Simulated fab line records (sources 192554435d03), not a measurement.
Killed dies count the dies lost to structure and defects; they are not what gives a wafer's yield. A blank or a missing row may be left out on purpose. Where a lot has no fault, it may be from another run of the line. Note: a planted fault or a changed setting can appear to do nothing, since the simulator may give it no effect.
fab line records -- flow n5Finfet
record: lots: 7, wafers: 39
route steps=1938 shown WELL_APT@55 DUMMY_GATE@246 SD_EPI_N@267 GATE_CUT@466 MOL_CONTACT_COAG@531
startH: start of the lot's first displayed wafer, in hours after the record's first day -- waitH: hours since the lot's step before -- " repeats the value in the row above -- L1.1+2: a row that stands for several wafers -- - no value present, or no start provided -- * or withheld: withheld -- < > ~ a bound
route shown NAME@n: names a module that has steps shown in the file, with the first one's number in the route -- usual: the fault-free wafers' mean and standard deviation -- same: alike in all rows -- chamber/n: place in a boat -- sites: readings site by site -- _std_site: the values' standard deviation -- _edge_site: the outer-site mean with the inner-site mean subtracted -- radiusMm: for every site, how far away it sits from the centre of the wafer -- mask NAME#n: copy n -- behind: the last tool/chamber to shape the wafer -- hold: cause of the lot's hold/its duration in hours/its outcome -- device: whichever transistor did not switch (one of n, p or np) -- end of line: the route-end tests of the same wafers -- a step given without rows: its recipe and nothing more -- killed: dies that structure and defects cost at the first sort, which is not the same as the wafer's yield -- map: the dies of a wafer, with x for killed, . for not killed, _ for no die there
set.NAME: the setting as run; set.NAME@STEP: as run at that earlier step -- model.NAME: the simulator's own value behind a step, which no gauge read
lots run with intentionally changed settings; tables by step, rows by wafer
== steps ==
step: N5_WELL_APT_EPI_41
recipe: material: Si, targetThkA: 500, tempC: 650, precursor: SiH4/H2, pressureTorr: 20, timeS: 297.7
lot.wafer,tool,chamber,startH,waitH,set.targetThkA,model.Si_of_WELL_APT_EPI_41.thkNm
L075.1,epiRpcvd-04,0,22.14,0.0,525.5,52.31
L075.2,epiRpcvd-04,0,22.14,0.0,525.5,52.16
L075.3,epiRpcvd-04,0,22.14,0.0,525.5,52.37
L075.4,epiRpcvd-04,0,22.14,0.0,500,50.52
L075.5,epiRpcvd-04,0,22.14,0.0,500,49.01
L075.6,epiRpcvd-04,0,22.14,0.0,500,49.33
L079.1,epiRpcvd-02,0,45.92,0.0,500,49.43
L079.2,epiRpcvd-02,0,45.92,0.0,465.9,46.38
L079.3,epiRpcvd-02,0,45.92,0.0,500,49.62
L079.4,epiRpcvd-02,0,45.92,0.0,465.9,46.67
L079.5,epiRpcvd-02,0,45.92,0.0,500,49.14
L079.6,epiRpcvd-02,0,45.92,0.0,465.9,46.36
L081.2,epiRpcvd-03,0,58.42,0.2,500,50.24
L081.4,epiRpcvd-03,0,58.42,0.2,500,50
L081.6,epiRpcvd-03,0,58.42,0.2,500,50.35
L086.1,epiRpcvd-03,0,88.31,0.0,500,48.59
L086.2,epiRpcvd-03,0,88.31,0.0,500,48.76
L086.3,epiRpcvd-03,0,88.31,0.0,483.5,47.48
L086.4,epiRpcvd-03,0,88.31,0.0,483.5,47.53
L086.5,epiRpcvd-03,0,88.31,0.0,483.5,47.06
L086.6,epiRpcvd-03,0,88.31,0.0,500,49.11
L089.1,epiRpcvd-02,0,106.05,0.0,527.4,52.1
L089.2,epiRpcvd-02,0,106.05,0.0,527.4,52.68
L089.3,epiRpcvd-02,0,106.05,0.0,527.4,52.67
L089.4,epiRpcvd-02,0,106.05,0.0,500,49.89
L089.5,epiRpcvd-02,0,106.05,0.0,500,49.24
L089.6,epiRpcvd-02,0,106.05,0.0,500,49.33
L090.1,epiRpcvd-02,0,112.14,0.0,513,50.91
L090.2,epiRpcvd-02,0,112.14,0.0,513,51.19
L090.3,epiRpcvd-02,0,112.14,0.0,500,50.03
L090.4,epiRpcvd-02,0,112.14,0.0,513,51.45
L090.5,epiRpcvd-02,0,112.14,0.0,500,49.1
L090.6,epiRpcvd-02,0,112.14,0.0,500,49.9
L092.1,epiRpcvd-04,0,123.82,0.0,500,48.55
L092.2,epiRpcvd-04,0,123.82,0.0,510.4,50.51
L092.3,epiRpcvd-04,0,123.82,0.0,500,50.37
L092.4,epiRpcvd-04,0,123.82,0.0,510.4,50.38
L092.5,epiRpcvd-04,0,123.82,0.0,510.4,50.46
L092.6,epiRpcvd-04,0,123.82,0.0,500,49.56
step: N5_DUMMY_GATE_ETCH_32
recipe: chemistry: CF4, target: SiO2, targetDepthA: 35, timeS: 3.9, ionEnergyEv: 350, pressureMtorr: 10, icpW: 800, biasW: 400, cf4FlowSccm: 80
lot.wafer,tool,chamber,startH,waitH,set.timeS,model.etch.depthNm
L075.1,rieSi-04,0,56.60,0.1,3.545,3.155
L075.2,rieSi-04,3,56.60,0.1,3.545,3.175
L075.3,rieSi-04,2,56.60,0.1,3.9,3.579
L075.4,rieSi-04,1,56.60,0.1,3.9,3.557
L075.5,rieSi-04,3,56.60,0.1,3.545,3.17
L075.6,rieSi-04,2,56.60,0.1,3.9,3.565
L079.1,rieSi-04,3,76.15,0.1,3.9,3.458
L079.2,rieSi-04,2,76.15,0.1,3.187,2.952
L079.3,rieSi-04,0,76.15,0.1,3.187,2.858
L079.4,rieSi-04,1,76.15,0.1,3.9,3.557
L079.5,rieSi-04,0,76.15,0.1,3.9,3.491
L079.6,rieSi-04,1,76.15,0.1,3.187,2.91
L081.2,rieSi-06,0,89.39,0.1,3.9,3.471
L081.4,rieSi-06,2,89.39,0.1,3.9,3.49
L081.6,rieSi-06,3,89.39,0.1,3.9,3.514
L086.1,rieSi-04,0,122.04,0.1,3.9,3.53
L086.2,rieSi-04,3,122.04,0.1,4.367,3.914
L086.3,rieSi-04,1,122.04,0.1,4.367,4.025
L086.4,rieSi-04,2,122.04,0.1,4.367,4.034
L086.5,rieSi-04,2,122.04,0.1,3.9,3.607
L086.6,rieSi-04,1,122.04,0.1,3.9,3.582
L089.1+6,rieSi-05,1,144.96,0.1,3.9,3.505
L089.2,rieSi-05,0,144.96,0.1,3.9,3.492
L089.3,rieSi-05,2,144.96,0.1,3.9,3.519
L089.4,rieSi-05,3,144.96,0.1,3.9,3.521
L089.5,rieSi-05,0,144.96,0.1,3.9,3.513
L090.1,rieSi-04,3,148.07,0.1,3.9,3.479
L090.2,rieSi-04,1,148.07,0.1,4.684,4.31
L090.3,rieSi-04,2,148.07,0.1,4.684,4.276
L090.4,rieSi-04,0,148.07,0.1,4.684,4.224
L090.5,rieSi-04,3,148.07,0.1,3.9,3.496
L090.6,rieSi-04,2,148.07,0.1,3.9,3.618
L092.1,rieSi-06,0,162.94,0.1,3.9,3.515
L092.2,rieSi-06,2,162.94,0.1,3.9,3.518
L092.3,rieSi-06,3,162.94,0.1,3.9,3.528
L092.4,rieSi-06,1,162.94,0.1,3.9,3.549
L092.5,rieSi-06,1,162.94,0.1,3.9,3.53
L092.6,rieSi-06,0,162.94,0.1,3.9,3.494
step: N5_SD_EPI_N_EXPOSE_06
recipe: maskId: SD_N_BLK, na: 1.35, sourceShape: conventional, sigmaOuter: 0.8, polarization: unpolarized, targetCdNm: 120, doseMj: 39.75
lot.wafer,tool,chamber,startH,waitH,mask,set.doseMj
L075.1+3+6,arfiScanner-02,0,58.31,-,SD_N_BLK#0,37.49
L075.2+4+5,arfiScanner-02,0,58.31,-,SD_N_BLK#0,39.75
L079.1+2+4,arfiScanner-01,0,77.55,-,SD_N_BLK#0,37.63
L079.3+5+6,arfiScanner-01,0,77.55,-,SD_N_BLK#0,39.75
L081.2+4+6,arfiScanner-01,0,90.83,-,SD_N_BLK#0,39.75
L086.1+2+3,arfiScanner-02,0,125.83,-,SD_N_BLK#0,39.75
L086.4+5+6,arfiScanner-02,0,125.83,-,SD_N_BLK#0,38.08
L089.1+3+4,arfiScanner-01,0,146.20,-,SD_N_BLK#0,39.75
L089.2+5+6,arfiScanner-01,0,146.20,-,SD_N_BLK#0,38.79
L090.1+2+6,arfiScanner-01,0,149.78,-,SD_N_BLK#0,39.75
L090.3+4+5,arfiScanner-01,0,149.78,-,SD_N_BLK#0,37.37
L092.1+2+3,arfiScanner-01,0,164.30,-,SD_N_BLK#0,41.14
L092.4+5+6,arfiScanner-01,0,164.30,-,SD_N_BLK#0,39.75
step: N5_SD_EPI_N_PEB_07
recipe: pebTempC: 110, pebTimeS: 60, resist: CAR-ArF-block
step: N5_SD_EPI_N_DEVELOP_08
recipe: developTimeS: 30, developer: TMAH, resist: CAR-ArF-block, devTempC: 23, rinseLiquid: diw, dry: airSpin
step: N5_SD_EPI_N_CD_MEAS_09
recipe: targetCdNm: 120, landingEnergyEv: 500, detector: seInlens
usual: cdNm: 120.0/0.56
lot.wafer,tool,chamber,startH,waitH,set.doseMj@SD_EPI_N_EXPOSE_06,cdNm
L075.1,cdSem-02,0,58.43,-,37.49,115.9
L075.2,cdSem-02,0,58.43,-,39.75,119.6
L075.3,cdSem-02,0,58.43,-,37.49,115.2
L075.4,cdSem-02,0,58.43,-,39.75,120.2
L075.5,cdSem-02,0,58.43,-,39.75,119.6
L075.6,cdSem-02,0,58.43,-,37.49,116.3
L079.1,cdSem-02,0,77.67,-,37.63,115.9
L079.2,cdSem-02,0,77.67,-,37.63,116.2
L079.3,cdSem-02,0,77.67,-,39.75,119.4
L079.4,cdSem-02,0,77.67,-,37.63,115.0
L079.5,cdSem-02,0,77.67,-,39.75,118.8
L079.6,cdSem-02,0,77.67,-,39.75,119.5
L081.2,cdSem-02,0,90.94,-,39.75,120.2
L081.4,cdSem-02,0,90.94,-,39.75,119.4
L081.6,cdSem-02,0,90.94,-,39.75,119.5
L086.1,cdSem-01,0,125.96,-,39.75,119.8
L086.2,cdSem-01,0,125.96,-,39.75,120.7
L086.3,cdSem-01,0,125.96,-,39.75,120.5
L086.4,cdSem-01,0,125.96,-,38.08,117.3
L086.5,cdSem-01,0,125.96,-,38.08,117.1
L086.6,cdSem-01,0,125.96,-,38.08,117.4
L089.1,cdSem-03,0,146.33,-,39.75,120.2
L089.2,cdSem-03,0,146.33,-,38.79,118.3
L089.3,cdSem-03,0,146.33,-,39.75,119.8
L089.4,cdSem-03,0,146.33,-,39.75,120.0
L089.5,cdSem-03,0,146.33,-,38.79,117.6
L089.6,cdSem-03,0,146.33,-,38.79,117.7
L090.1,cdSem-02,0,149.90,-,39.75,120.3
L090.2,cdSem-02,0,149.90,-,39.75,119.8
L090.3,cdSem-02,0,149.90,-,37.37,116.3
L090.4,cdSem-02,0,149.90,-,37.37,115.1
L090.5,cdSem-02,0,149.90,-,37.37,115.9
L090.6,cdSem-02,0,149.90,-,39.75,120.5
L092.1,cdSem-01,0,164.43,-,41.14,122.1
L092.2,cdSem-01,0,164.43,-,41.14,122.6
L092.3,cdSem-01,0,164.43,-,41.14,123.0
L092.4,cdSem-01,0,164.43,-,39.75,120.6
L092.5,cdSem-01,0,164.43,-,39.75,120.3
L092.6,cdSem-01,0,164.43,-,39.75,119.8
step: N5_SD_EPI_N_DESCUM_14
recipe: chemistry: O2, timeS: 7.9, sourcePowerW: 50, biasPowerW: 20, pressureMtorr: 20, rfFrequencyHz: 2.712e+07, tempC: 40, resist: CAR-ArF-block, o2FlowSccm: 225
lot.wafer,tool,chamber,startH,waitH,set.doseMj@SD_EPI_N_EXPOSE_06,model.SD_EPI_N.cdNm
L075.1,rieDiel-05,0,58.52,0.0,37.49,115.8
L075.2,rieDiel-05,2,58.52,0.0,39.75,120
L075.3,rieDiel-05,1,58.52,0.0,37.49,115.2
L075.4,rieDiel-05,3,58.52,0.0,39.75,120.2
L075.5,rieDiel-05,1,58.52,0.0,39.75,119.4
L075.6,rieDiel-05,2,58.52,0.0,37.49,116.2
L079.1+2,rieDiel-04,"2,3",77.87,0.2,37.63,116
L079.3,rieDiel-04,0,77.87,0.2,39.75,119.4
L079.4,rieDiel-04,1,77.87,0.2,37.63,115.2
L079.5,rieDiel-04,0,77.87,0.2,39.75,119.2
L079.6,rieDiel-04,1,77.87,0.2,39.75,119.6
L081.2,rieDiel-04,0,91.03,0.0,39.75,120.2
L081.4,rieDiel-04,1,91.03,0.0,39.75,119.6
L081.6,rieDiel-04,3,91.03,0.0,39.75,119.4
L086.1,rieDiel-02,1,126.04,0.0,39.75,120.2
L086.2,rieDiel-02,3,126.04,0.0,39.75,120.6
L086.3,rieDiel-02,0,126.04,0.0,39.75,120.4
L086.4,rieDiel-02,2,126.04,0.0,38.08,117.6
L086.5+6,rieDiel-02,"0,3",126.04,0.0,38.08,117.2
L089.1,rieDiel-02,1,148.10,1.7,39.75,120.4
L089.2,rieDiel-02,3,148.10,1.7,38.79,118.4
L089.3,rieDiel-02,0,148.10,1.7,39.75,119.8
L089.4,rieDiel-02,2,148.10,1.7,39.75,120.2
L089.5,rieDiel-02,1,148.10,1.7,38.79,117.8
L089.6,rieDiel-02,2,148.10,1.7,38.79,117.6
L090.1,rieDiel-05,0,150.19,0.2,39.75,120
L090.2,rieDiel-05,2,150.19,0.2,39.75,119.8
L090.3+5,rieDiel-05,"1,2",150.19,0.2,37.37,115.8
L090.4,rieDiel-05,3,150.19,0.2,37.37,115.4
L090.6,rieDiel-05,3,150.19,0.2,39.75,120.4
L092.1,rieDiel-05,3,164.82,0.3,41.14,122.2
L092.2,rieDiel-05,2,164.82,0.3,41.14,122.8
L092.3,rieDiel-05,0,164.82,0.3,41.14,122.6
L092.4,rieDiel-05,1,164.82,0.3,39.75,120.6
L092.5,rieDiel-05,2,164.82,0.3,39.75,120.2
L092.6,rieDiel-05,1,164.82,0.3,39.75,119.8
step: N5_SD_EPI_N_ETCH_34
recipe: chemistry: CF4, target: SiARC, targetDepthA: 455, maskMaterial: CAR-ArF-block, timeS: 75.8, ionEnergyEv: 80, pressureMtorr: 40, sourceW: 545, biasW: 36, Ar_flow_sccm: 100, cf4FlowSccm: 100, ends: cleared
lot.wafer,tool,chamber,startH,waitH,set.doseMj@SD_EPI_N_EXPOSE_06,model.SD_EPI_N.cdNm
L075.1,rieDiel-05,0,58.56,0.0,37.49,115.8
L075.2+4,rieDiel-05,"2,3",58.56,0.0,39.75,120
L075.3,rieDiel-05,1,58.56,0.0,37.49,115.2
L075.5,rieDiel-05,1,58.56,0.0,39.75,119.2
L075.6,rieDiel-05,2,58.56,0.0,37.49,116
L079.1+2,rieDiel-04,"2,3",77.91,0.0,37.63,116
L079.3,rieDiel-04,0,77.91,0.0,39.75,119.2
L079.4,rieDiel-04,1,77.91,0.0,37.63,115
L079.5,rieDiel-04,0,77.91,0.0,39.75,119
L079.6,rieDiel-04,1,77.91,0.0,39.75,119.4
L081.2,rieDiel-04,0,91.07,0.0,39.75,119.8
L081.4,rieDiel-04,1,91.07,0.0,39.75,119.6
L081.6,rieDiel-04,3,91.07,0.0,39.75,119.2
L086.1,rieDiel-02,1,126.08,0.0,39.75,119.8
L086.2,rieDiel-02,3,126.08,0.0,39.75,120.8
L086.3,rieDiel-02,0,126.08,0.0,39.75,120.2
L086.4,rieDiel-02,2,126.08,0.0,38.08,117.6
L086.5,rieDiel-02,0,126.08,0.0,38.08,117
L086.6,rieDiel-02,3,126.08,0.0,38.08,117.2
L089.1+4,rieDiel-02,"1,2",148.14,0.0,39.75,120.4
L089.2,rieDiel-02,3,148.14,0.0,38.79,118.6
L089.3,rieDiel-02,0,148.14,0.0,39.75,119.6
L089.5,rieDiel-02,1,148.14,0.0,38.79,117.6
L089.6,rieDiel-02,2,148.14,0.0,38.79,117.8
L090.1,rieDiel-05,0,150.23,0.0,39.75,120
L090.2,rieDiel-05,2,150.23,0.0,39.75,119.8
L090.3,rieDiel-05,1,150.23,0.0,37.37,116
L090.4,rieDiel-05,3,150.23,0.0,37.37,115.6
L090.5,rieDiel-05,2,150.23,0.0,37.37,115.8
L090.6,rieDiel-05,3,150.23,0.0,39.75,120.4
L092.1,rieDiel-05,3,164.85,0.0,41.14,122.4
L092.2,rieDiel-05,2,164.85,0.0,41.14,122.6
L092.3,rieDiel-05,0,164.85,0.0,41.14,122.8
L092.4,rieDiel-05,1,164.85,0.0,39.75,120.6
L092.5,rieDiel-05,2,164.85,0.0,39.75,120
L092.6,rieDiel-05,1,164.85,0.0,39.75,119.8
step: N5_SD_EPI_N_ETCH_35
recipe: chemistry: N2/H2, target: SOC, overetchA: 1080, maskMaterial: SiARC, tempC: 40, ionEnergyEv: 100, sourceW: 3000, biasW: 133, pressureMtorr: 20, timeS: 486, n2FlowSccm: 200, h2FlowSccm: 200
lot.wafer,tool,chamber,startH,waitH,set.doseMj@SD_EPI_N_EXPOSE_06,model.SD_EPI_N.cdNm
L075.1,rieDiel-05,0,58.61,0.0,37.49,115.6
L075.2,rieDiel-05,2,58.61,0.0,39.75,120.2
L075.3,rieDiel-05,1,58.61,0.0,37.49,115.4
L075.4,rieDiel-05,3,58.61,0.0,39.75,120.6
L075.5,rieDiel-05,1,58.61,0.0,39.75,120
L075.6,rieDiel-05,2,58.61,0.0,37.49,116.4
L079.1,rieDiel-04,2,77.97,0.0,37.63,115.6
L079.2,rieDiel-04,3,77.97,0.0,37.63,115.8
L079.3,rieDiel-04,0,77.97,0.0,39.75,118.8
L079.4,rieDiel-04,1,77.97,0.0,37.63,114.8
L079.5,rieDiel-04,0,77.97,0.0,39.75,118.6
L079.6,rieDiel-04,1,77.97,0.0,39.75,118
L081.2,rieDiel-04,0,91.12,0.0,39.75,120.2
L081.4,rieDiel-04,1,91.12,0.0,39.75,120
L081.6,rieDiel-04,3,91.12,0.0,39.75,118.8
L086.1,rieDiel-02,1,126.14,0.0,39.75,118.6
L086.2,rieDiel-02,3,126.14,0.0,39.75,119
L086.3,rieDiel-02,0,126.14,0.0,39.75,119.2
L086.4,rieDiel-02,2,126.14,0.0,38.08,115.8
L086.5,rieDiel-02,0,126.14,0.0,38.08,116
L086.6,rieDiel-02,3,126.14,0.0,38.08,115.2
L089.1,rieDiel-02,1,148.19,0.0,39.75,120.8
L089.2,rieDiel-02,3,148.19,0.0,38.79,118.6
L089.3+4,rieDiel-02,"0,2",148.19,0.0,39.75,120
L089.5,rieDiel-02,1,148.19,0.0,38.79,117.2
L089.6,rieDiel-02,2,148.19,0.0,38.79,117.4
L090.1,rieDiel-05,0,150.28,0.0,39.75,119.8
L090.2,rieDiel-05,2,150.28,0.0,39.75,119.4
L090.3,rieDiel-05,1,150.28,0.0,37.37,116.6
L090.4,rieDiel-05,3,150.28,0.0,37.37,115.8
L090.5,rieDiel-05,2,150.28,0.0,37.37,114.8
L090.6,rieDiel-05,3,150.28,0.0,39.75,120.4
L092.1,rieDiel-05,3,164.91,0.0,41.14,121.8
L092.2,rieDiel-05,2,164.91,0.0,41.14,121
L092.3,rieDiel-05,0,164.91,0.0,41.14,123
L092.4,rieDiel-05,1,164.91,0.0,39.75,120.6
L092.5+6,rieDiel-05,"2,1",164.91,0.0,39.75,120
step: N5_GATE_CUT_ETCH_56
recipe: chemistry: Cl2/Ar, target: TiN, targetDepthA: 216, pressureMtorr: 10, icpW: 600, biasW: 60, Cl2_flow_sccm: 40, Ar_flow_sccm: 60
lot.wafer,tool,chamber,startH,waitH,set.icpW,model.etch.depthNm
L075.1,rieMetal-02,0,87.86,0.1,600,21.72
L075.2,rieMetal-02,1,87.86,0.1,600,21.76
L075.3,rieMetal-02,0,87.86,0.1,600,21.74
L075.4,rieMetal-02,1,87.86,0.1,600,21.85
L075.5,rieMetal-02,1,87.86,0.1,600,21.73
L075.6,rieMetal-02,0,87.86,0.1,600,21.7
L079.1,rieMetal-01,1,110.57,0.2,657.8,24.05
L079.2,rieMetal-01,1,110.57,0.2,657.8,23.9
L079.3,rieMetal-01,1,110.57,0.2,600,22.11
L079.4,rieMetal-01,1,110.57,0.2,600,22.04
L079.5,rieMetal-01,1,110.57,0.2,600,22.07
L079.6,rieMetal-01,1,110.57,0.2,657.8,23.72
L081.2,rieMetal-01,1,120.93,0.1,600,22.2
L081.4,rieMetal-01,1,120.93,0.1,600,22
L081.6,rieMetal-01,0,120.93,0.1,600,21.48
L086.1,rieMetal-03,0,169.35,0.2,650.5,23.63
L086.2,rieMetal-03,0,169.35,0.2,600,21.99
L086.3,rieMetal-03,0,169.35,0.2,650.5,23.49
L086.4,rieMetal-03,0,169.35,0.2,600,21.84
L086.5,rieMetal-03,0,169.35,0.2,600,22.32
L086.6,rieMetal-03,0,169.35,0.2,650.5,23.67
L089.1,rieMetal-01,0,181.75,0.1,600,21.65
L089.2,rieMetal-01,1,181.75,0.1,600,22.27
L089.3,rieMetal-01,0,181.75,0.1,600,21.57
L089.4,rieMetal-01,1,181.75,0.1,600,22.03
L089.5,rieMetal-01,0,181.75,0.1,600,21.53
L089.6,rieMetal-01,1,181.75,0.1,600,22.11
L090.1,rieMetal-02,1,182.81,0.2,600,22.06
L090.2,rieMetal-02,1,182.81,0.2,600,21.87
L090.3,rieMetal-02,1,182.81,0.2,489.8,18.49
L090.4,rieMetal-02,1,182.81,0.2,489.8,18.37
L090.5,rieMetal-02,1,182.81,0.2,600,22.11
L090.6,rieMetal-02,1,182.81,0.2,489.8,18.38
L092.1,rieMetal-03,0,196.96,0.1,646.5,23.36
L092.2,rieMetal-03,1,196.96,0.1,600,22.1
L092.3,rieMetal-03,1,196.96,0.1,600,22.04
L092.4,rieMetal-03,0,196.96,0.1,646.5,23.32
L092.5,rieMetal-03,0,196.96,0.1,646.5,23.4
L092.6,rieMetal-03,1,196.96,0.1,600,21.89
step: N5_MOL_CONTACT_COAG_ETCH_105
recipe: chemistry: CF4, target: SiARC, targetDepthA: 156, maskMaterial: CAR-EUV, timeS: 26, ionEnergyEv: 80, pressureMtorr: 40, sourceW: 545, biasW: 36, Ar_flow_sccm: 100, cf4FlowSccm: 100, ends: cleared
usual: etchRfOnTimeS: 25.96/0.26, rfVppV: 184.2/1
lot.wafer,tool,chamber,startH,waitH,set.biasW,etchRfOnTimeS,rfVppV
L075.1,rieDiel-05,0,97.36,0.0,38.99,25.08,192.8
L075.2,rieDiel-05,1,97.36,0.0,38.99,25.21,192.3
L075.3,rieDiel-05,2,97.36,0.0,36,25.74,185.2
L075.4,rieDiel-05,3,97.36,0.0,38.99,25.14,195.2
L075.5,rieDiel-05,1,97.36,0.0,36,25.64,182.4
L075.6,rieDiel-05,0,97.36,0.0,36,25.66,183.8
L079.1,rieDiel-05,3,120.90,0.0,29.98,27.66,164.2
L079.2,rieDiel-05,2,120.90,0.0,29.98,27.77,164.0
L079.3,rieDiel-05,1,120.90,0.0,36,26.03,183.4
L079.4,rieDiel-05,0,120.90,0.0,36,26.15,182.1
L079.5,rieDiel-05,2,120.90,0.0,29.98,27.52,162.0
L079.6,rieDiel-05,1,120.90,0.0,36,26.01,183.7
L081.2,rieDiel-02,2,143.07,0.0,36,26.12,183.6
L081.4,rieDiel-02,0,143.07,0.0,36,25.88,184.6
L081.6,rieDiel-02,3,143.07,0.0,36,26.25,184.3
L086.1,rieDiel-04,2,177.03,0.0,36,25.85,181.5
L086.2,rieDiel-04,1,177.03,0.0,33.99,26.76,178.2
L086.3,rieDiel-04,3,177.03,0.0,33.99,26.32,178.1
L086.4,rieDiel-04,0,177.03,0.0,36,25.76,183.9
L086.5,rieDiel-04,1,177.03,0.0,33.99,26.47,177.4
L086.6,rieDiel-04,0,177.03,0.0,36,25.78,184.9
L089.1,rieDiel-04,2,191.13,0.0,36,25.52,184.3
L089.2,rieDiel-04,3,191.13,0.0,36,25.81,185.3
L089.3,rieDiel-04,1,191.13,0.0,39.23,25.23,194.7
L089.4,rieDiel-04,0,191.13,0.0,39.23,24.97,193.8
L089.5,rieDiel-04,3,191.13,0.0,39.23,25.22,195.9
L089.6,rieDiel-04,0,191.13,0.0,36,25.91,183.7
L090.1,rieDiel-02,0,192.31,0.0,36,26.16,183.7
L090.2,rieDiel-02,1,192.31,0.0,36,25.96,184.6
L090.3,rieDiel-02,3,192.31,0.0,36,26.24,184.7
L090.4,rieDiel-02,2,192.31,0.0,36,26.17,183.6
L090.5,rieDiel-02,0,192.31,0.0,36,25.84,183.2
L090.6,rieDiel-02,1,192.31,0.0,36,25.80,183.0
L092.1,rieDiel-05,1,205.64,0.0,36,25.65,183.0
L092.2,rieDiel-05,3,205.64,0.0,36,26.24,184.5
L092.3,rieDiel-05,2,205.64,0.0,36,25.89,183.4
L092.4,rieDiel-05,0,205.64,0.0,36,26.21,182.1
L092.5,rieDiel-05,2,205.64,0.0,36,25.99,184.4
L092.6,rieDiel-05,1,205.64,0.0,36,25.61,183.4
== key ==
split: step: N5_WELL_APT_EPI_41, setting: targetThkA, stated: 500, by: wafer
response: step: N5_WELL_APT_EPI_41, reading: model.Si_of_WELL_APT_EPI_41.thkNm, change: +0.487, per: 1%, r: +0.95
split: step: N5_DUMMY_GATE_ETCH_32, setting: timeS, stated: 3.9, by: wafer
response: step: N5_DUMMY_GATE_ETCH_32, reading: model.etch.depthNm, change: +0.0356, per: 1%, r: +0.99
split: step: N5_SD_EPI_N_EXPOSE_06, setting: doseMj, stated: 39.75, by: wafer
response: step: N5_SD_EPI_N_CD_MEAS_09, reading: cdNm, change: +0.713, per: 1%, r: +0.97
response: step: N5_SD_EPI_N_DESCUM_14, reading: model.SD_EPI_N.cdNm, change: +0.724, per: 1%, r: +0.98
response: step: N5_SD_EPI_N_ETCH_34, reading: model.SD_EPI_N.cdNm, change: +0.71, per: 1%, r: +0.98
response: step: N5_SD_EPI_N_ETCH_35, reading: model.SD_EPI_N.cdNm, change: +0.698, per: 1%, r: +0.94
split: step: N5_GATE_CUT_ETCH_56, setting: icpW, stated: 600, by: wafer
response: step: N5_GATE_CUT_ETCH_56, reading: model.etch.depthNm, change: +0.191, per: 1%, r: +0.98
split: step: N5_MOL_CONTACT_COAG_ETCH_105, setting: biasW, stated: 36, by: wafer
response: step: N5_MOL_CONTACT_COAG_ETCH_105, reading: etchRfOnTimeS, change: *, per: 1%, r: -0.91
response: step: N5_MOL_CONTACT_COAG_ETCH_105, reading: rfVppV, change: +1.16, per: 1%, r: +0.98
